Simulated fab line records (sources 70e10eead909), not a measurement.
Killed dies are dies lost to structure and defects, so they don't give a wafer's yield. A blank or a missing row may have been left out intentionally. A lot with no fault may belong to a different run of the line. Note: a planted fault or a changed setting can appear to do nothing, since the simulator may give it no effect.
Which tool is to blame? ; flow nand harc ; 11 lots, 33 wafers sampled, at 6 steps of a route of 1302

WHAT EACH GAUGE READ, for each wafer
NHARC_END_SORT_01.
lot;measured;on;killed at array
L202;day 27 01:48;prober-02;39 62 31
L203;day 27 10:20;prober-01;47 41 62
L206;day 28 03:41;prober-01;22 15 21

EACH LOT AND THE TOOL THAT RAN IT (in order: tool; ch and the chambers of the sampled wafers; start)
lot;NHARC_A_CHANNEL_HOLE_D1_ETCH_20;NHARC_A_CHANNEL_HOLE_D1_ETCH_23;NHARC_A_CHANNEL_HOLE_D1_ETCH_44;NHARC_A_CHANNEL_HOLE_D1_XSEM_31;NHARC_A_CHANNEL_FILL_D1_ALD_14
L197;har etch-01 ch 0,1, day 8 19:21;har etch-01 ch 0,1, day 8 20:43;rie diel-07 ch 2,3, day 8 23:55;xsem-02 ch 0, day 9 00:48;ald hk-04 ch 0,3, day 9 11:16
L202;har etch-02 ch 0,1, day 10 15:20;har etch-02 ch 0,1, day 10 16:40;rie diel-07 ch 1,2,3, day 10 19:56;xsem-01 ch 0, day 10 20:50;ald hk-04 ch 1,2, day 11 04:11
L203;har etch-01 ch 0,1, day 11 18:59;har etch-01 ch 0,1, day 11 20:23;rie diel-09 ch 0,2,3, day 11 23:34;xsem-02 ch 0, day 12 00:28;ald hk-04 ch 0,1,3, day 12 07:24
L206;har etch-01 ch 0,1, day 12 11:59;har etch-01 ch 0,1, day 12 13:22;rie diel-09 ch 0,3, day 12 16:33;xsem-01 ch 0, day 12 17:35;ald hk-01 ch 0,1,3, day 13 00:56
L207;har etch-01 ch 0,1, day 12 16:10;har etch-01 ch 0,1, day 12 17:37;rie diel-09 ch 0,1, day 12 21:17;xsem-02 ch 0, day 12 22:14;ald hk-03 ch 1,2, day 13 05:32
L208;har etch-01 ch 1, day 12 21:39;har etch-01 ch 1, day 12 22:58;rie diel-09 ch 1,2,3, day 13 02:15;xsem-02 ch 0, day 13 03:10;ald hk-03 ch 0,1,2, day 13 10:31
L214;har etch-01 ch 0,1, day 15 23:38;har etch-01 ch 0,1, day 16 00:58;rie diel-09 ch 0,1, day 16 04:15;xsem-01 ch 0, day 16 05:08;ald hk-04 ch 0,1, day 16 12:43
L216;har etch-01 ch 0,1, day 16 12:07;har etch-01 ch 0,1, day 16 13:26;rie diel-09 ch 0,2,3, day 16 16:43;xsem-02 ch 0, day 16 17:37;ald hk-03 ch 0,1,2, day 17 01:01
L217;har etch-01 ch 0,1, day 17 04:20;har etch-01 ch 0,1, day 17 05:40;rie diel-09 ch 0,1, day 17 08:58;xsem-01 ch 0, day 17 09:50;ald hk-01 ch 0,1,2, day 17 17:09
L218;har etch-02 ch 0,1, day 17 14:23;har etch-02 ch 0,1, day 17 15:52;rie diel-03 ch 0,3, day 17 18:54;xsem-01 ch 0, day 17 19:47;ald hk-04 ch 0,1, day 18 03:10
L219;har etch-01 ch 0,1, day 17 23:50;har etch-01 ch 0,1, day 18 01:17;rie diel-09 ch 0,2, day 18 04:20;xsem-02 ch 0, day 18 05:14;ald hk-03 ch 1,2, day 18 12:33
- NHARC_A_CHANNEL_HOLE_D1_ETCH_20: etches the open film in C4F8/O2/Ar, time 361.9 s, target depth 1600 nm.
- NHARC_A_CHANNEL_HOLE_D1_ETCH_23: etches the open film in C4F8/O2/Ar, time 819 s, target depth 1600 nm.
- NHARC_A_CHANNEL_HOLE_D1_ETCH_44: etches the open film in CF4/O2, target depth 140 nm, overetch 14 nm, time 77 s.
- NHARC_A_CHANNEL_HOLE_D1_XSEM_31
- NHARC_A_CHANNEL_FILL_D1_ALD_14: deposits SiO2, target thk 2.5 nm, pulse time 10 s, ald cycles 25.

THE ANSWER, worked out from the rows above alone
Rule: what is usual is taken from the lots themselves. The widest of any qualifying gaps counts: lots, ordered by their means at a reading, are off when they make up no more than a third of the lots, leave a main group of 4 or more, and stand apart from it by 3 or more times the standard deviation of that group's means. A main group whose means are all the same, to the digits that the tables above print for the reading, isn't used. A lot without any number at a reading at which 4 lots or more have one is off too. The other lots that the step has rows for count as sound.
None of the lots is off at any reading shown; this tells nothing.

WHAT THE SIMULATOR HAD INSERTED
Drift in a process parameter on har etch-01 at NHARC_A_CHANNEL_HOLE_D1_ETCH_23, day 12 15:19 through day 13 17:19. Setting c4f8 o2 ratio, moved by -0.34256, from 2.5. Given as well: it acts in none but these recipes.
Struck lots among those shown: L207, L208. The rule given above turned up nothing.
